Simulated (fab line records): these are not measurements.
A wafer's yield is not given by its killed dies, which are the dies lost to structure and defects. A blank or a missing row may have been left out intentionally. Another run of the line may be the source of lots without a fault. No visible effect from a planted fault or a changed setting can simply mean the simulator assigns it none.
Problem report in the 8D (eight disciplines) form, filled by code	flow n5-finfet	the parts of the form that need people (team, actions taken, sign-off) are left out

== 1. WHAT WENT WRONG ==
At N5_PASSIVATION_PROBE_49, killed_at_M0_to_M3 averages 140 over 6 wafers from 2 lots, while fault-free wafers read 32, standard deviation 9.5. That puts it +11 standard deviations away from the usual mean.
The first sign was on wafer L975.1 at day 17 06:41, on prober-02. At this step, 9 wafers from 3 lots have a number in the record. By rule, "out" or "out of limits" means more than 4 standard deviations away from the usual mean. The rest of the wafers with a number are treated as sound.

== 2. WHAT IT IS; WHAT IT IS NOT ==
question	is	is not
which readings at this step	killed_at_M0_to_M3	killed_at_M4_up, killed-at-contacts, killed-at-front-end, killed-open, killed-short, sort_bin_6_memory, sort_bin_8_speed
which lots	L975, L976	L964
which wafers of those lots	all that have a number	-
read on which tools	prober-02	prober-01
when	from day 17 06:41	up to then (3 sound wafers)

== 3. SUSPECTS, AND WHAT RULES EACH OUT ==
Counting: any tool at a process step up to the reading is kept as a suspect provided that every lot that is out went through it and no sound lot did after the first of them.
- rie-diel-01 at N5_BEOL_M3_ETCH_70 (etches SOC in N2/H2, target depth 80 nm, overetch 16 nm, time 120 s): kept. It ran every lot that is out, first L975 (day 12 19:01), and no sound lot after that; its last sound lot up to then is L964 (day 10 01:17).
- prober-02 at N5_PASSIVATION_PROBE_49: kept. It ran every lot that is out, first L975 (day 17 06:41), and no sound lot after that. Its own readings are out on those wafers: killed_at_M0_to_M3.
Left after counting: rie-diel-01 at N5_BEOL_M3_ETCH_70, prober-02 at N5_PASSIVATION_PROBE_49.

== 4. THE CAUSE (what the simulator had put in) ==
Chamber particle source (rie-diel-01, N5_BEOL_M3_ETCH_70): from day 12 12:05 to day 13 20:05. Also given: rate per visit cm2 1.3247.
Counting leaves 2 suspects; this tool is one of them.

== 5. SEQUENCE OF EFFECTS, ordered by route ==
Each row: a reading whose mean over the struck wafers that have a number lies more than 3 standard deviations from the usual. Scope: only readings with a usual standard deviation given in the record; hours: median across lots of the time from each lot's start at the first step in this table that gives one to its start at this step; sigmas: change in usual standard deviations.
hours	step	reading	usual	on struck wafers	change	sigmas
0	N5_PASSIVATION_PROBE_49	defect-limited-yield	91.3 %	82.6	-8.7	-6.2
0	N5_PASSIVATION_PROBE_49	killed_at_M0_to_M3	32	140	+108	+11
0	N5_PASSIVATION_PROBE_49	killed-dies	103	205	+102	+6.0
0	N5_PASSIVATION_PROBE_49	killed-on-rim	14	27	+13	+3.2
0	N5_PASSIVATION_PROBE_49	sort_bin_5_function	5.0 %	10.6	+5.6	+6.2
0	N5_PASSIVATION_PROBE_49	sort-n-pass	1076	975	-101	-6.0
0	N5_PASSIVATION_PROBE_49	sort-yield-pct	91.2 %	82.6	-8.6	-6.2
Its process steps:
- N5_PASSIVATION_PROBE_49

== 6. WHAT WOULD HAVE CAUGHT IT SOONER ==
The fault began at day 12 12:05; the first out-of-limits reading in this record came at day 17 06:41, 115 hours later.
An alarm limit of 4 standard deviations would not have fired on the tool readings at N5_BEOL_M3_ETCH_70 for which the record gives a usual standard deviation, since none of them was out on any struck wafer.
Each of the lots that are out, 2 in all, had begun N5_BEOL_M3_ETCH_70 on rie-diel-01 no later than day 17 06:41. A hold on the tool at that time would have spared none of them.
